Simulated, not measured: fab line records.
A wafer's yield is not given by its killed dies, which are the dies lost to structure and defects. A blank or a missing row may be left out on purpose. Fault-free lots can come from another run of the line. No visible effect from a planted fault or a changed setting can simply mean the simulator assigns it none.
A single fault, viewed from 3 desks ; flow n5 finfet ; each desk has only its own numbers; what lay behind them comes last

METROLOGY DESK
What the gauges read for every lot (on any tool): the sampled wafers with a number, averaged. Any lot whose mean is over 4 standard deviations away from the usual mean is out of limits and marked OUT; that distance is given in the brackets. Only the readings that lie furthest out on some lot appear, 7 of the 11 it has.
Columns: A = DIBL_N at N5_BEOL_M4_RC_MEAS_101, usual 36.6 mV/V; B = DIBL_P at N5_BEOL_M4_RC_MEAS_101, usual 36.3 mV/V; C = IOFF_N at N5_BEOL_M4_RC_MEAS_101, usual 0.16 nA/um; D = IOFF_P at N5_BEOL_M4_RC_MEAS_101, usual 0.21 nA/um; E = SS_N at N5_BEOL_M4_RC_MEAS_101, usual 71.8 mV/dec; F = SS_P at N5_BEOL_M4_RC_MEAS_101, usual 73.3 mV/dec; G = VT_N at N5_BEOL_M4_RC_MEAS_101, usual 250 mV
lot;first seen here;A;B;C;D;E;F;G
L697;day 6 23:34;39.0;36.4;0.19;0.25;72.2;73.7;248
L698;day 7 05:34;36.9;37.9;0.20;0.24;72.4;74.4;246
L701;day 7 18:55;38.6;37.8;0.21;0.27;72.1;73.8;245
L702;day 8 00:04;38.8;37.7;0.20;0.25;72.5;74.0;248
L709;day 9 21:49;40.8;39.9;0.23;0.26;73.0;74.4;246
L711;day 10 05:01;37.0;38.0;0.18;0.20;71.5;73.4;250
L714;day 11 03:08;35.4;36.2;0.15;0.20;71.9;72.7;249
L713;day 11 03:18;33.3;33.5;0.14;0.19;71.1;73.3;251
L718;day 12 06:34;35.6;33.8;0.13;0.16;71.4;72.3;252
Result from this desk: across the 9 lots, nothing is out of limits.

THE DEFECT DESK
Counts from the inspections along the route, per lot, as means over the sampled wafers that have a number. Any lot whose mean is over 4 standard deviations away from the usual mean is out of limits and marked OUT; that distance is given in the brackets.
Columns: A = raw defect count at N5_BEOL_M2_INSPECT_30, usual 434
lot;first seen here;A
L697;day 6 23:40;330
L698;day 7 05:39;391
L701;day 7 19:00;421
L702;day 8 00:10;403
L709;day 9 21:53;909 (+4.3) OUT
L711;day 10 05:06;998 (+5.1) OUT
L714;day 11 03:14;424
L713;day 11 03:23;304
L718;day 12 06:39;437
Finding of this desk: L709, L711 out of limits; the first was L709 at day 9 21:53, on raw defect count at N5_BEOL_M2_INSPECT_30. L697, L698, L701, L702, L714, L713, L718 stayed within limits.

FOR THE TOOL OWNER'S DESK: rie diel-01
The tool's own readings at N5_BEOL_M2_ETCH_63 (etches SiARC in CF4, target depth 15.6 nm, time 26 s): means of the sampled wafers that have a number, for each lot that ran on this tool. Any lot whose mean is over 4 standard deviations away from the usual mean is out of limits and marked OUT; that distance is given in the brackets.
Columns: A = cf4 flow sccm at N5_BEOL_M2_ETCH_63, usual 100.06 sccm; B = drypump motor current A at N5_BEOL_M2_ETCH_63, usual 5.9 A; C = etch rf on time s at N5_BEOL_M2_ETCH_63, usual 26.1 s; D = oes product au at N5_BEOL_M2_ETCH_63, usual 0.70 a.u.; E = rf vpp V at N5_BEOL_M2_ETCH_63, usual 184.2 V; F = showerhead plenum p Torr at N5_BEOL_M2_ETCH_63, usual 2.14 Torr; G = throttle valve pct at N5_BEOL_M2_ETCH_63, usual 15.6 %
lot;first seen here;A;B;C;D;E;F;G
L698;day 7 04:38;100.23;5.9;25.9;0.71;184.2;2.18;15.7
L701;day 7 18:04;100.48;5.8;26.1;0.71;183.8;2.13;15.8
L702;day 7 23:15;99.70;5.8;26.5;0.75;184.3;2.14;15.6
L709;day 9 20:59;99.97;5.8;26.2;0.68;184.3;2.12;15.8
L711;day 10 04:10;100.02;6.0;26.5;0.69;184.2;2.13;15.8
Result from this desk: across the 5 lots, nothing is out of limits.

TAKEN TOGETHER
The defect desk could have raised an alarm at day 9 21:53, on L709, L711.
From the metrology desk's view, nothing was out of limits.
The desk of the tool owner found nothing out of limits.
The metrology desk has L709, L711 on record, within its limits.
Tool owner's desk: L709, L711 on record, inside its limits.
All the named lots went through N5_BEOL_M2_ETCH_63 on rie diel-01.

WHAT WAS PUT IN BY THE SIMULATOR
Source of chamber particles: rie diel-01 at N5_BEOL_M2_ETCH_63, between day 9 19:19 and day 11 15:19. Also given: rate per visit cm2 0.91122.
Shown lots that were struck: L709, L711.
Hours from the fault's start to each desk's first reading out of limits: the defect desk, 3.
